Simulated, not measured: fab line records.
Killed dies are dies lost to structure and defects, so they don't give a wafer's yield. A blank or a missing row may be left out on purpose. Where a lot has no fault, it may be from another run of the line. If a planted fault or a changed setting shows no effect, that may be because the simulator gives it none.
Chamber matching || flow n5_finfet || N5_BEOL_M2_ETCH_69 on rie_diel-05: 4 sister chambers
The step etches SiARC in CF4, target depth 15.6 nm, time 26 s. 4 wafers are shown with their chamber, then 8 later ones without.

## WAFERS WITH THEIR CHAMBER
{"wafer": "L081.1", "chamber": 1, "showerhead_plenum_p_Torr (Torr)": 2.21}
{"wafer": "L081.5", "chamber": 0, "showerhead_plenum_p_Torr (Torr)": 2.27}
{"wafer": "L081.6", "chamber": 3, "showerhead_plenum_p_Torr (Torr)": 2.09}
{"wafer": "L083.3", "chamber": 2, "showerhead_plenum_p_Torr (Torr)": 2.17}

## WAFERS WITHOUT THEIR CHAMBER
{"wafer": "L083.4", "showerhead_plenum_p_Torr (Torr)": 2.09}
{"wafer": "L083.5", "showerhead_plenum_p_Torr (Torr)": 2.21}
{"wafer": "L095.1", "showerhead_plenum_p_Torr (Torr)": 2.16}
{"wafer": "L095.4", "showerhead_plenum_p_Torr (Torr)": 2.08}
{"wafer": "L095.5", "showerhead_plenum_p_Torr (Torr)": 2.16}
{"wafer": "L097.2", "showerhead_plenum_p_Torr (Torr)": 2.16}
{"wafer": "L097.3", "showerhead_plenum_p_Torr (Torr)": 2.08}
{"wafer": "L097.6", "showerhead_plenum_p_Torr (Torr)": 2.26}

## EACH ONE'S CHAMBER
{"wafer": "L083.4", "from the rows above": 3, "in truth": 3}
{"wafer": "L083.5", "from the rows above": 1, "in truth": 1}
{"wafer": "L095.1", "from the rows above": 2, "in truth": 2}
{"wafer": "L095.4", "from the rows above": 3, "in truth": 3}
{"wafer": "L095.5", "from the rows above": 2, "in truth": 2}
{"wafer": "L097.2", "from the rows above": 2, "in truth": 2}
{"wafer": "L097.3", "from the rows above": 3, "in truth": 3}
{"wafer": "L097.6", "from the rows above": 0, "in truth": 0}
Correctly placed: 8 of 8. Can't be placed from these rows: 0. Number placed wrongly: 0.
How it was worked out, from the rows above alone: a wafer's distance from a chamber is the root of the sum, over the readings, of the square of ((its reading less the chamber's mean) divided by the reading's scatter). If the next closest chamber is less than 2 further off than the closest, the wafer can't be placed; otherwise it belongs to the closest. The mean given for a chamber averages the wafers shown for that chamber. The scatter (one wafer shown for each chamber): square how far every hidden wafer sits from the nearest shown wafer, average those squares and take the square root.
